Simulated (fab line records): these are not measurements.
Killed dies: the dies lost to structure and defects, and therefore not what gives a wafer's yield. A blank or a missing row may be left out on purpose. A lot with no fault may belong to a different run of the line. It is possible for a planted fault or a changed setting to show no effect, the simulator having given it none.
fab line records	flow n5Finfet
record: lots: 10	wafers: 30	lastDay: 15
route steps=1938 shown BEOL_M3@1012 BEOL_M4@1111
lots that met no fault: from a run of the same line without faults
startH: hours from the record's first day to the start of the lot's first wafer shown	waitH: how many hours have passed since the lot's step before this one	" same as the row above	L1.1+2: a row that stands for several wafers	- no value, or no start given	* or withheld: withheld	< > ~ a bound
route shown NAME@n: NAME is a module with steps in the file, n the number in the route of the first one	usual: mean/standard deviation of fault-free wafers	same: alike in all rows	chamber/n: place in a boat	sites: each site's reading	_std_site: the standard deviation of these	_edge_site: inner sites' mean taken away from outer sites' mean	radiusMm: for every site, how far away it sits from the centre of the wafer	mask NAME#n: copy n	behind: tool/chamber where the wafer was last shaped	hold: why the lot went on hold/how many hours it stayed there/how the hold came to an end	device: names the non-switching transistor (n, p or np)	end of line: tests run on the same wafers once the route is complete	for a step that has no rows: nothing shown but its recipe	killed: not the wafer's yield, but the dies lost to structure and defects at the first sort	map: the dies of a wafer, with x for killed, . for not killed, _ for no die there
set.NAME: the run value of the setting; set.NAME@STEP: its run value at that earlier step	model.NAME: the simulator's own value behind a step, which no gauge read
a sample of lots followed through the steps of the route, with each step as a table and each wafer as a row
services: when a tool's chamber went out of use (startH, in hours from the record's first day, below 0 if earlier), for how many hours, and the reason
== steps ==
step: N5_BEOL_M3_ANNEAL_51
recipe: tempC: 225	timeS: 90	ambient: N2
usual: wafer_temp_C_max: 225.79/0.25
same: timeS: 90
lot.wafer	tool	chamber	startH	waitH	wafer_temp_C_max
L809.1	rtpAnneal-02	0	181.13	0.1	225.52
L809.3	"	0	"	"	225.56
L809.5	"	0	"	"	225.68
L808.2	rtpAnneal-02	0	182.45	0.1	225.46
L808.4	"	0	"	"	225.83
L808.5	"	0	"	"	225.47
L810.2	rtpAnneal-01	0	187.13	0.1	225.70
L810.3	"	0	"	"	225.70
L810.6	"	0	"	"	225.92
L812.3	rtpAnneal-01	0	202.21	0.2	226.08
L812.5	"	0	"	"	225.83
L812.6	"	0	"	"	225.65
L815.1	rtpAnneal-01	0	218.45	0.1	225.99
L815.3	"	0	"	"	225.77
L815.5	"	0	"	"	225.50
L814.3	rtpAnneal-01	0	224.17	0.1	226.21
L814.4	"	0	"	"	226.18
L814.6	"	0	"	"	225.97
L816.2	rtpAnneal-02	0	228.83	0.1	225.62
L816.4	"	0	"	"	225.82
L816.5	"	0	"	"	225.65
L817.1	rtpAnneal-01	0	231.25	0.1	226.20
L817.2	"	0	"	"	226.08
L817.4	"	0	"	"	226.33
L818.1	rtpAnneal-02	0	243.07	0.1	225.42
L818.5	"	0	"	"	225.36
L818.6	"	0	"	"	225.58
L820.1	rtpAnneal-01	0	247.12	0.1	225.54
L820.4	"	0	"	"	226.11
L820.5	"	0	"	"	225.90
step: N5_BEOL_M3_CMP_52
recipe: stopOn: SiOC	tOverpolishS: 6.8	downForcePsi: 1	platenRpm: 50	clearingPlatenDownForcePsi: 1.5	clearingPlatenRpm: 50	postCmpClean: cuAlkaline	targetThkNm: 40	clearingPlatenPadVelocityMS: 0.99484	padVelocityMS: 0.99484
usual: barrierFieldEndpointS: 24.3/0.46	edgeZonePressureFrac: 1.001/0.0047	headPressurePsi: 1.0003/0.0022	motorCurrentA: 6.2/0.59	overpolishRunS: 6.800/0.0084	retainingRingPressureFrac: 1.000/0.0051	timeToEndpointS: 60.7/2.3
same: tOverpolishS: 6.8
lot.wafer	tool	chamber	startH	waitH	barrierFieldEndpointS	edgeZonePressureFrac	headPressurePsi	motorCurrentA	overpolishRunS	retainingRingPressureFrac	timeToEndpointS
L809.1	cmp-02	0	181.47	0.3	24.9	0.999	1.0007	6.7	6.795	0.994	60.8
L809.3	"	2	"	"	24.6	0.997	0.9964	7.1	6.813	1.003	58.2
L809.5	"	3	"	"	24.4	1.000	1.0001	6.3	6.799	0.999	59.2
L808.2	cmp-02	3	182.74	0.2	23.4	1.007	1.0024	5.8	6.801	0.995	60.0
L808.4	"	0	"	"	24.9	0.999	0.9973	6.6	6.805	1.003	61.5
L808.5	"	3	"	"	23.6	0.999	0.9998	6.0	6.785	0.991	58.4
L810.2	cmp-03	1	188.29	1.1	24.7	1.013	0.9981	6.0	6.787	1.003	62.3
L810.3	"	2	"	"	24.0	0.995	1.0027	5.2	6.794	1.002	63.0
L810.6	"	1	"	"	24.8	1.011	0.9974	6.0	6.782	1.006	61.8
L812.3	cmp-03	1	202.50	0.3	23.9	1.000	0.9950	5.8	6.820	1.001	59.1
L812.5	"	3	"	"	24.2	0.998	1.0015	5.3	6.804	0.998	57.9
L812.6	"	0	"	"	24.2	0.995	0.9992	7.2	6.787	0.994	57.7
L815.1	cmp-02	3	218.80	0.3	23.9	1.004	0.9992	6.4	6.798	1.001	57.8
L815.3	"	0	"	"	24.0	0.993	1.0028	6.9	6.796	1.008	60.4
L815.5	"	3	"	"	23.6	0.998	1.0004	6.4	6.802	0.993	55.4
L814.4	cmp-03	2	224.39	0.1	25.0	1.003	1.0007	5.4	6.799	0.997	65.7
L814.3	"	1	"	"	23.9	0.993	0.9996	6.0	6.805	0.996	64.1
L814.6	"	3	"	"	24.6	1.002	0.9995	5.4	6.811	1.006	62.9
L816.4	cmp-02	3	229.10	0.1	24.6	0.996	1.0021	6.1	6.796	1.006	59.7
L816.2	"	2	"	"	24.2	1.006	0.9995	7.1	6.804	1.001	60.2
L816.5	"	3	"	"	23.9	1.000	1.0016	5.9	6.797	1.009	57.4
L817.4	cmp-03	0	231.54	0.1	24.6	1.001	0.9970	7.1	6.787	1.004	66.4
L817.2	"	1	"	"	24.7	1.003	1.0005	5.9	6.805	0.999	60.5
L817.1	"	2	"	"	25.0	1.004	0.9989	5.3	6.802	0.997	62.9
L818.1	cmp-03	2	243.42	0.3	24.4	1.000	1.0011	5.2	6.798	1.002	60.1
L818.6	"	1	"	"	19.6	1.004	1.2437	6.2	6.789	0.998	58.9
L818.5	"	2	"	"	24.9	0.992	0.9992	5.4	6.809	1.003	61.1
L820.1	cmp-03	1	247.46	0.3	19.2	1.006	1.2427	6.1	6.794	0.999	59.9
L820.4	"	2	"	"	25.3	1.007	0.9977	5.4	6.808	0.992	61.4
L820.5	"	0	"	"	24.1	1.009	1.0022	6.8	6.791	0.991	55.6
step: N5_BEOL_M3_CO_CAP_55
recipe: material: Co	targetThkA: 20	tempC: 200	precursor: CCTBA/H2	pressureTorr: 30	timeS: 102.1
usual: heaterPowerW: 218/16
same: timeS: 102.1
lot.wafer	tool	chamber	startH	waitH	heaterPowerW
L809.1	cvdCo-01	1	181.80	0.0	231
L809.3	"	2	"	"	206
L809.5	"	0	"	"	255
L808.2	cvdCo-02	0	183.08	0.0	204
L808.4	"	2	"	"	204
L808.5	"	1	"	"	212
L810.2	cvdCo-02	2	188.75	0.0	205
L810.3	"	0	"	"	212
L810.6	"	1	"	"	207
L812.3	cvdCo-02	2	202.80	0.0	202
L812.5	"	1	"	"	211
L812.6	"	0	"	"	203
L815.1	cvdCo-02	0	219.13	0.0	198
L815.3	"	1	"	"	217
L815.5	"	2	"	"	199
L814.3	cvdCo-01	1	224.76	0.0	241
L814.4	"	1	"	"	229
L814.6	"	0	"	"	252
L816.2	cvdCo-02	1	229.47	0.0	208
L816.4	"	1	"	"	212
L816.5	"	0	"	"	207
L817.1	cvdCo-01	1	231.91	0.0	235
L817.2	"	0	"	"	253
L817.4	"	1	"	"	235
L818.1	cvdCo-02	0	243.76	0.0	204
L818.5	"	2	"	"	209
L818.6	"	1	"	"	214
L820.1	cvdCo-02	2	247.79	0.0	201
L820.4	"	2	"	"	199
L820.5	"	0	"	"	209
step: N5_BEOL_M3_DEP_57
recipe: material: SiCN	targetThkA: 80	tempC: withheld	precursor: 3MS/NH3	pressureTorr: 3	rfW: 202	timeS: 14
usual: rfFwdPowerW: 199.5/0.92	showerheadPlenumPTorr: 3.665/0.012	throttleValvePct: 9.1/0.32
same: timeS: 14
lot.wafer	tool	chamber	startH	waitH	rfFwdPowerW	showerheadPlenumPTorr	throttleValvePct
L809.1	pecvd-02	0	181.92	0.0	200.5	3.681	9.1
L809.3	"	1	"	"	199.3	3.677	8.6
L809.5	"	1	"	"	199.1	3.685	8.7
L808.2	pecvd-02	1	183.19	0.0	198.4	3.682	8.3
L808.4	"	2	"	"	200.5	3.670	8.9
L808.5	"	1	"	"	199.4	3.688	8.9
L810.2	pecvd-02	0	188.87	0.0	199.3	3.675	9.4
L810.3	"	2	"	"	200.4	3.653	9.0
L810.6	"	1	"	"	198.9	3.681	8.6
L812.3	pecvd-01	2	202.92	0.0	198.1	3.653	9.5
L812.5	"	0	"	"	199.4	3.656	8.9
L812.6	"	2	"	"	198.2	3.666	9.2
L815.1	pecvd-01	1	219.25	0.0	198.8	3.669	9.2
L815.3	"	2	"	"	199.2	3.659	9.7
L815.5	"	0	"	"	199.8	3.654	9.0
L814.3	pecvd-02	0	224.88	0.0	200.3	3.681	9.2
L814.4	"	1	"	"	199.2	3.681	8.8
L814.6	"	0	"	"	200.2	3.681	9.0
L816.2	pecvd-01	1	229.60	0.0	199.5	3.673	9.7
L816.4	"	0	"	"	198.8	3.643	9.4
L816.5	"	1	"	"	199.0	3.669	9.5
L817.1	pecvd-04	1	232.03	0.0	199.1	3.662	9.0
L817.2	"	0	"	"	197.2	3.660	9.6
L817.4	"	2	"	"	200.5	3.659	9.0
L818.1	pecvd-01	0	243.89	0.0	199.1	3.664	9.0
L818.5	"	1	"	"	199.7	3.675	9.5
L818.6	"	0	"	"	199.0	3.653	8.7
L820.1	pecvd-01	0	247.92	0.0	200.0	3.645	8.9
L820.4	"	1	"	"	200.6	3.657	9.3
L820.5	"	1	"	"	199.2	3.665	9.4
step: N5_BEOL_M4_RC_MEAS_101
usual: DIBL_N: 36.4/1.2	DIBL_P: 36.1/1.6	IOFF_N: 0.156/0.024	IOFF_P: 0.21/0.031	ION_N: 674/11	ION_P: 463/6.9	SS_N: 71.5/0.5	SS_P: 73.2/0.55	VT_N: 250.0/2.9	VT_P: -250/3.6
lot.wafer	tool	chamber	startH	waitH	DIBL_N[mV/V]	DIBL_P[mV/V]	IOFF_N[nA/um]	IOFF_P[nA/um]	ION_N[uA/um]	ION_P[uA/um]	SS_N[mV/dec]	SS_P[mV/dec]	VT_N[mV]	VT_P[mV]
L809.1	prober-01	0	191.95	0.0	36.8	35.8	0.182	0.28	676	470	71.2	73.6	250.4	-245
L809.3	"	0	"	"	38.0	36.4	0.195	0.28	683	467	72.1	74.5	247.6	-242
L809.5	"	0	"	"	37.1	36.3	0.185	0.29	681	471	71.8	73.5	247.4	-243
L808.2	prober-01	0	193.78	0.2	35.2	34.7	0.133	0.20	668	468	71.4	73.0	250.7	-249
L808.4	"	0	"	"	35.9	36.4	0.144	0.22	671	468	72.3	73.8	251.6	-246
L808.5	"	0	"	"	35.2	34.3	0.134	0.20	665	461	71.2	72.9	253.1	-250
L810.2	prober-02	0	195.98	0.2	34.6	33.9	0.136	0.20	661	466	70.7	73.5	250.5	-249
L810.3	"	0	"	"	35.2	35.1	0.148	0.22	678	468	71.2	73.2	251.3	-247
L810.6	"	0	"	"	36.4	36.3	0.181	0.25	688	482	71.6	73.9	246.8	-246
L812.3	prober-02	0	222.35	0.3	39.1	38.8	0.219	0.26	698	476	72.2	73.5	243.5	-246
L812.5	"	0	"	"	37.1	35.5	0.158	0.21	676	466	71.5	73.5	249.8	-249
L812.6	"	0	"	"	38.8	38.1	0.207	0.25	698	471	71.7	73.9	244.3	-246
L815.1	prober-01	0	227.28	0.0	34.6	32.7	0.127	0.18	661	454	71.4	72.3	255.9	-252
L815.3	"	0	"	"	34.1	32.2	0.117	0.17	660	453	71.3	72.0	255.5	-253
L815.5	"	0	"	"	36.6	35.1	0.156	0.21	678	460	71.4	73.0	250.3	-249
L814.3	prober-02	0	232.71	0.3	38.7	38.0	0.181	0.25	671	464	72.1	73.0	245.3	-246
L814.4	"	0	"	"	38.5	38.2	0.185	0.25	683	468	72.3	73.4	245.3	-249
L814.6	"	0	"	"	40.6	41.5	0.236	0.31	696	477	72.6	73.8	245.4	-242
L816.2	prober-01	0	242.19	0.2	37.0	35.7	0.143	0.17	665	455	72.0	73.3	250.7	-259
L816.4	"	0	"	"	37.7	36.9	0.156	0.18	684	458	72.1	73.2	249.1	-258
L816.5	"	0	"	"	36.5	35.4	0.135	0.16	667	454	71.4	73.1	252.3	-259
L817.1	prober-02	0	243.90	0.0	36.6	35.0	0.154	0.19	681	463	71.8	73.3	252.5	-252
L817.2	"	0	"	"	35.8	34.9	0.151	0.18	684	460	71.6	73.0	249.4	-254
L817.4	"	0	"	"	34.6	33.3	0.127	0.17	665	452	71.5	73.3	253.1	-257
L818.1	prober-02	0	252.63	0.0	37.7	36.7	0.170	0.20	672	455	71.7	74.1	250.4	-252
L818.5	"	0	"	"	35.5	34.2	0.130	0.16	667	460	70.6	73.1	253.5	-256
L818.6	"	0	"	"	35.6	34.6	0.140	0.17	671	460	71.4	73.3	252.1	-254
L820.1	prober-01	0	257.99	0.0	35.7	34.8	0.138	0.19	668	461	70.4	73.1	249.6	-249
L820.4	"	0	"	"	35.9	35.4	0.143	0.21	668	461	71.3	72.7	248.5	-250
L820.5	"	0	"	"	36.2	35.9	0.145	0.21	669	466	71.4	72.7	249.6	-248
== services ==
tool	chamber	startH	hours	kind
pecvd-02	0	158.34	4.6	scheduledDown
cvdCo-02	0	164.38	13.9	repair
cmp-03	-	167.87	1.6	repair
cvdCo-01	-	168.86	1.6	repair
pecvd-02	1	173.68	2.1	scheduledDown
cvdCo-02	-	174.31	6.0	pm
cmp-03	-	181.19	5.3	repair
cvdCo-01	-	183.26	5.3	repair
cmp-02	-	183.50	0.6	repair
pecvd-04	0	190.36	5.5	scheduledDown
cmp-03	-	208.50	1.8	repair
pecvd-01	2	220.00	-	clean
cvdCo-02	-	225.46	0.6	repair
pecvd-04	2	234.50	16.5	scheduledDown
cmp-03	-	234.58	4.0	pm
cmp-03	-	238.58	-	consumableReplace:conditioner
cmp-03	-	238.58	-	consumableReplace:pad
== key ==
firstSign: step: N5_BEOL_M3_CMP_52	reading: headPressurePsi	direction: up	sigmas: 99+	usual: 1.0003	struck: 1.2432
effect: step: N5_BEOL_M3_CMP_52	reading: barrierFieldEndpointS	direction: down	sigmas: 11	usual: 24.3	struck: 19.4
metAt N5_BEOL_M3_CMP_52
struckLots L818,L820
struckWafers L818.6,L820.1
notActingAt N5_BEOL_M3_ANNEAL_51,N5_BEOL_M3_CO_CAP_55,N5_BEOL_M3_DEP_57
onsetBetween 231.54 243.42
fault: kind: processParameterDrift	tool: cmp-03	chamber: 1	onsetH: 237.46	steps: N5_BEOL_M3_CMP_52	channel: downForcePsi	offset: 0.24458	shape: step	endH: 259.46	actsIn: theseRecipesOnly	stated: 1
